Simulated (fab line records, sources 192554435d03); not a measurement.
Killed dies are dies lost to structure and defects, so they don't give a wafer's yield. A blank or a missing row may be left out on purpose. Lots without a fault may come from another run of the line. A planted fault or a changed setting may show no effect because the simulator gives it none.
Which tool did it? | flow n5_finfet | 11 lots, 33 wafers sampled, at 3 steps of a route of 1938

WHAT THE GAUGES READ, wafer by wafer
N5_BEOL_M12_THK_MEAS_01.
lot  | measured     | on            | M12_ILD_THK (nm)
L946 | day 11 15:11 | film_metro-02 | 655 665 660
L945 | day 11 23:24 | film_metro-01 | 654 670 673
L948 | day 12 16:33 | film_metro-02 | 670 669 662
L951 | day 12 21:20 | film_metro-01 | 661 660 676
L944 | day 12 21:57 | film_metro-01 | 644 661 660
L952 | day 12 23:17 | film_metro-02 | 653 663 671
L953 | day 13 14:50 | film_metro-01 | 645 651 666
L959 | day 15 12:26 | film_metro-02 | 660 656 668
L960 | day 15 23:24 | film_metro-01 | 657 667 669
L964 | day 17 03:05 | film_metro-01 | 655 654 674
L967 | day 17 10:28 | film_metro-02 | 647 671 660

WHICH TOOL RAN EACH LOT (tool, then ch and the chambers of the sampled wafers, then the start)
lot  | N5_BEOL_M11_SURFACE_TREAT_76 | N5_BEOL_M12_ILD_DEP_00
L946 | pvd_sputter-03, day 11 13:42 | pecvd-01 ch 0,1, day 11 15:01
L945 | pvd_sputter-03, day 11 21:56 | pecvd-01 ch 0,1,2, day 11 23:16
L948 | pvd_sputter-02, day 12 14:08 | pecvd-02 ch 1,2, day 12 16:25
L951 | pvd_sputter-03, day 12 18:33 | pecvd-03 ch 0,2, day 12 21:13
L944 | pvd_sputter-03, day 12 18:48 | pecvd-03 ch 1,2, day 12 21:49
L952 | pvd_sputter-03, day 12 21:45 | pecvd-03 ch 0,2, day 12 22:58
L953 | pvd_sputter-02, day 13 13:07 | pecvd-03 ch 0,1, day 13 14:42
L959 | pvd_sputter-03, day 15 10:55 | pecvd-01 ch 1,2, day 15 12:19
L960 | pvd_sputter-03, day 15 21:01 | pecvd-01 ch 0,2, day 15 23:16
L964 | pvd_sputter-01, day 17 01:44 | pecvd-01 ch 0,2, day 17 02:57
L967 | pvd_sputter-01, day 17 08:41 | pecvd-03 ch 1,2, day 17 10:20
- N5_BEOL_M11_SURFACE_TREAT_76
- N5_BEOL_M12_ILD_DEP_00: deposits SiOC from DEMS/O2, target thk 658.92 nm, time 130.7 s.

THE ANSWER, worked out from the rows above alone
Rule: what is usual is taken from the lots themselves. Put in order of their means at a reading, lots are off if they are a third of the lots or fewer, leave a main group of 4 or more, and stand apart from it by a gap of 3 or more times the standard deviation of the main group's means; of several such gaps the widest counts. A main group whose means are all the same, to the digits that the tables above print for the reading, isn't used. A lot without any number at a reading at which 4 lots or more have one is off too. The other lots that the step has rows for count as sound.
No lot is off at any reading shown: from this, nothing can be told.

WHAT THE SIMULATOR HAD PUT IN
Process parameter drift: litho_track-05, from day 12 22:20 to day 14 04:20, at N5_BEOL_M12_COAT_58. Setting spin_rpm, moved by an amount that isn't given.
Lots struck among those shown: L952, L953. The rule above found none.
